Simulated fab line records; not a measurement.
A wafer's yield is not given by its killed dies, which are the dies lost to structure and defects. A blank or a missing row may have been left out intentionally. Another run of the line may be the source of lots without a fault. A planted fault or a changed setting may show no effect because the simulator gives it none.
Problem report, 8D (eight disciplines) form, completed by code -- flow nand-harc -- the parts of the form that need people (team, actions taken, sign-off) are left out

1. THE PROBLEM
Wafers without a fault read 22.99 C, standard deviation 0.099; developer-temp-C at NHARC_P_GATE_DEVELOP_25 reads a mean of 22.08 C on 6 wafers belonging to 2 lots. That puts it -9.2 standard deviations away from the usual mean.
The step: develop time 35 s.
First observed at day 10 04:00: wafer L945.2, on litho-track-04. At this step, 39 wafers from 13 lots have a number in the record. By rule, "out" or "out of limits" means more than 4 standard deviations away from the usual mean. Any other wafer with a number is counted as sound.

2. WHAT IT IS, WHAT IT ISN'T
question,is,is not
which readings at this step,developer-temp-C,-
which lots,"L945, L946","L933, L935, L936, L940, L948, L949, L950, L951, L954, L955, L956"
which wafers of those lots,all that have a number,-
read on which tools,litho-track-04,"litho-track-01, litho-track-06"
when,from day 10 04:00,"up to then (12 sound wafers); but 21 sound wafers of L948, L949, L950, L951, L954, L955, L956 came after"

3. WHAT RULES OUT EACH SUSPECT
Counting: a tool at any process step up to the reading remains a suspect when it ran all the lots that are out and ran no sound lot after the first of those.
- litho-track-04 at NHARC_P_GATE_DEVELOP_25 (develop time 35 s): ruled out as a lasting fault. Following L945 (day 10 04:00), the first lot on it that is out, the sound lots L956 were run on it.
Left after counting: nothing in the record.

4. THE CAUSE (what the simulator had put in)
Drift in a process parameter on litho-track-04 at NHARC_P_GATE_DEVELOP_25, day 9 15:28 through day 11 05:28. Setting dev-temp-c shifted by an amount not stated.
Counting ruled it out, wrongly.

5. THE EFFECT CHAIN, in route order
Rows list readings where the struck wafers' mean (over those with a number) sits beyond 3 standard deviations from the usual. Scope: only readings with a usual standard deviation given in the record; hours: median across lots of the time from each lot's start at the first step in this table that gives one to its start at this step; sigmas: change in usual standard deviations.
hours,step,reading,usual,on struck wafers,change,sigmas
0,NHARC_P_GATE_DEVELOP_25,developer-temp-C,22.99 C,22.08,-0.91,-9.2
Here are the process steps it includes:
- NHARC_P_GATE_DEVELOP_25: develop time 35 s.

6. WHAT WOULD HAVE CAUGHT IT SOONER
The fault began at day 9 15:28; the first out-of-limits reading in this record came at day 10 04:00, 13 hours later.
